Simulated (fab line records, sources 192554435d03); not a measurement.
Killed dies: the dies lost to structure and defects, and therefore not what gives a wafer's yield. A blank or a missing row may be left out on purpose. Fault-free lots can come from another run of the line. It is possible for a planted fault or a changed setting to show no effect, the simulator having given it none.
The tool behind it: which one? :: flow n5Finfet :: 9 lots with 27 wafers sampled at 3 steps, on a route of 1938 steps

## WHAT THE GAUGES SHOWED, per wafer
N5_BEOL_M4_RC_MEAS_101.
lot: L220
measured: day 8 15:58
on: prober-01
VT_N_LONG (mV): 275.7 276.5 278.2

lot: L223
measured: day 9 11:50
on: prober-02
VT_N_LONG (mV): 274.4 275.2 274.9

lot: L228
measured: day 10 11:12
on: prober-02
VT_N_LONG (mV): 274.6 273.0 274.6

lot: L231
measured: day 11 11:40
on: prober-02
VT_N_LONG (mV): 274.3 277.1 272.9

lot: L232
measured: day 12 10:47
on: prober-02
VT_N_LONG (mV): 274.5 274.4 276.5

lot: L237
measured: day 13 16:50
on: prober-02
VT_N_LONG (mV): 274.4 275.5 272.8

lot: L238
measured: day 13 15:25
on: prober-01
VT_N_LONG (mV): 420.8 423.1 419.2

lot: L240
measured: day 14 01:19
on: prober-02
VT_N_LONG (mV): 423.8 425.5 425.6

lot: L241
measured: day 14 04:28
on: prober-02
VT_N_LONG (mV): 423.5 422.2 421.3

## TOOL THAT RAN EACH LOT (tool first, then ch and the chambers of the sampled wafers, then the start)
lot: L220
N5_HKMG_FIN_WET_ETCH_18: wetBench-02 ch 2,5,7, day 4 12:50
N5_BEOL_M4_DEP_57: pecvd-03 ch 0,2, day 8 15:51

lot: L223
N5_HKMG_FIN_WET_ETCH_18: wetBench-02 ch 0,3,6, day 5 11:55
N5_BEOL_M4_DEP_57: pecvd-03 ch 0,1, day 9 11:42

lot: L228
N5_HKMG_FIN_WET_ETCH_18: wetBench-02 ch 3,4,7, day 6 12:59
N5_BEOL_M4_DEP_57: pecvd-03 ch 0, day 10 11:01

lot: L231
N5_HKMG_FIN_WET_ETCH_18: wetBench-02 ch 0,2,3, day 7 10:04
N5_BEOL_M4_DEP_57: pecvd-02 ch 0,1,2, day 11 11:07

lot: L232
N5_HKMG_FIN_WET_ETCH_18: wetBench-04 ch 1,3,4, day 7 12:03
N5_BEOL_M4_DEP_57: pecvd-01 ch 0,1,2, day 12 10:40

lot: L237
N5_HKMG_FIN_WET_ETCH_18: wetBench-02 ch 1,5,6, day 8 17:16
N5_BEOL_M4_DEP_57: pecvd-02 ch 1,2, day 13 16:43

lot: L238
N5_HKMG_FIN_WET_ETCH_18: wetBench-02 ch 1,2,7, day 9 02:56
N5_BEOL_M4_DEP_57: pecvd-01 ch 0,1,2, day 13 14:30

lot: L240
N5_HKMG_FIN_WET_ETCH_18: wetBench-02 ch 0,3,6, day 9 14:18
N5_BEOL_M4_DEP_57: pecvd-03 ch 0,1,2, day 14 01:03

lot: L241
N5_HKMG_FIN_WET_ETCH_18: wetBench-02 ch 5,6,7, day 9 18:05
N5_BEOL_M4_DEP_57: pecvd-01 ch 0,1,2, day 14 04:20
- N5_HKMG_FIN_WET_ETCH_18: etches TiN in SC1, time 55 s, target depth 5.2 nm, rinse time 30 s.
- N5_BEOL_M4_DEP_57: deposits SiCN from 3MS/NH3, target thk 8 nm, time 14 s.

## THE ANSWER, worked out from the rows above alone
Rule: what is usual is taken from the lots themselves. The widest of any qualifying gaps counts: lots, ordered by their means at a reading, are off when they make up no more than a third of the lots, leave a main group of 4 or more, and stand apart from it by 3 or more times the standard deviation of that group's means. The tables above print the reading to a certain number of digits; a main group whose means all agree to those digits is not used. A lot without any number at a reading at which 4 lots or more have one is off too. All remaining lots with rows at the step are treated as sound.
Off: L238, L240, L241, at N5_BEOL_M4_RC_MEAS_101 (VT_N_LONG). The main group: mean 275.0 mV, standard deviation 0.89.
A tool fits if, at a process step before that reading, it ran every lot that is off, and no sound lot after the first of them. The gauges at N5_BEOL_M4_RC_MEAS_101 are tried like those tools. One fits: N5_HKMG_FIN_WET_ETCH_18 on wetBench-02. A fault onset in the window from L237 (day 8 17:16, its last sound lot) to L238 (day 9 02:56, its first lot off) fits.

## WHAT THE SIMULATOR HAD INSERTED
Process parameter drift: wetBench-02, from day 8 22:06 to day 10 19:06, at N5_HKMG_FIN_WET_ETCH_18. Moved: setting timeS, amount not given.
Shown lots that were struck: L238, L240, L241. Same finding as the rule above.
